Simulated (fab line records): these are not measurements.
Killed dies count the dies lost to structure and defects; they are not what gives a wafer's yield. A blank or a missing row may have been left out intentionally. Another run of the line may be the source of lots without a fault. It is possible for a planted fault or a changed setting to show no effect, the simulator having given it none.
Code-filled problem report in 8D (eight disciplines) form :: flow nandHarc :: the parts of the form that need people (team, actions taken, sign-off) are left out

== 1. PROBLEM STATEMENT ==
Wafers without a fault read 4.0, standard deviation 2.6; killedAtPeriphery at NHARC_END_SORT_01 reads a mean of 20.2 on 4 wafers belonging to 3 lots. Measured from the usual mean, that is +6.2 standard deviations.
The first sign was on wafer L542.2 at day 27 17:25, on prober-02. Wafers with a number at this step in the record: 9, from 3 lots. The rule behind "out" and "out of limits": a value lying over 4 standard deviations away from the usual mean. Any other wafer with a number is counted as sound.

== 2. WHAT IT IS; WHAT IT IS NOT ==
question: which readings at this step
is: killedAtPeriphery
is not: killedAtArray, killedAtOther, killedOpen, killedShort

question: which lots
is: L541, L542, L543
is not: -

question: which wafers of those lots
is: L541.2, L541.3, L542.2, L543.3
is not: L541.1, L542.1, L542.6, L543.2, L543.6

question: read on which gauges
is: prober-01, prober-02
is not: -

question: when
is: from day 27 17:25
is not: up to then (2 sound wafers); but 3 sound wafers of L542, L543 came after

== 3. WHAT RULES OUT EACH SUSPECT ==
Counting: a tool at a process step up to the reading stays a suspect if it ran every lot that is out. Sound lots after the first of them don't rule it out here, since some wafers of a struck lot are sound.
- the gauge at NHARC_END_SORT_01 is ruled out. Those wafers that are out were read across 2 gauges (prober-01, prober-02).
- hdpcvd-01 at NHARC_P_STI_HDPCVD_20 (deposits SiO2): kept. It ran every lot that is out, first L541 (day 6 17:38).
Remaining after the count: hdpcvd-01 at NHARC_P_STI_HDPCVD_20.

== 4. THE CAUSE (what the simulator had put in) ==
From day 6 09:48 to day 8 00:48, hdpcvd-01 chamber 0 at NHARC_P_STI_HDPCVD_20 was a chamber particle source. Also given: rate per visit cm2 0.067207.
After counting, this tool was the only one left.

== 5. SEQUENCE OF EFFECTS, ordered by route ==
Each row: a reading where the mean over the struck wafers with a number is more than 3 standard deviations away from the usual. Only readings for which the record gives a usual standard deviation are gone through. hours: the time from each lot's start at the first step in this table that gives one to its start at this step, as a median over the lots. sigmas: the change in usual standard deviations.
hours: 0
step: NHARC_END_SORT_01
reading: killedAtPeriphery
usual: 4.0
on struck wafers: 20.2
change: +16.2
sigmas: +6.2

== 6. HOW IT WOULD HAVE BEEN CAUGHT EARLIER ==
512 hours passed between the start of the fault at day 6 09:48 and the first reading out of limits at a measuring or inspecting step in this record, taken at day 27 17:25.
All the lots that are out (3) had begun NHARC_P_STI_HDPCVD_20 on hdpcvd-01 by day 27 17:25. Had the tool been put on hold then, not one of them would have been saved.
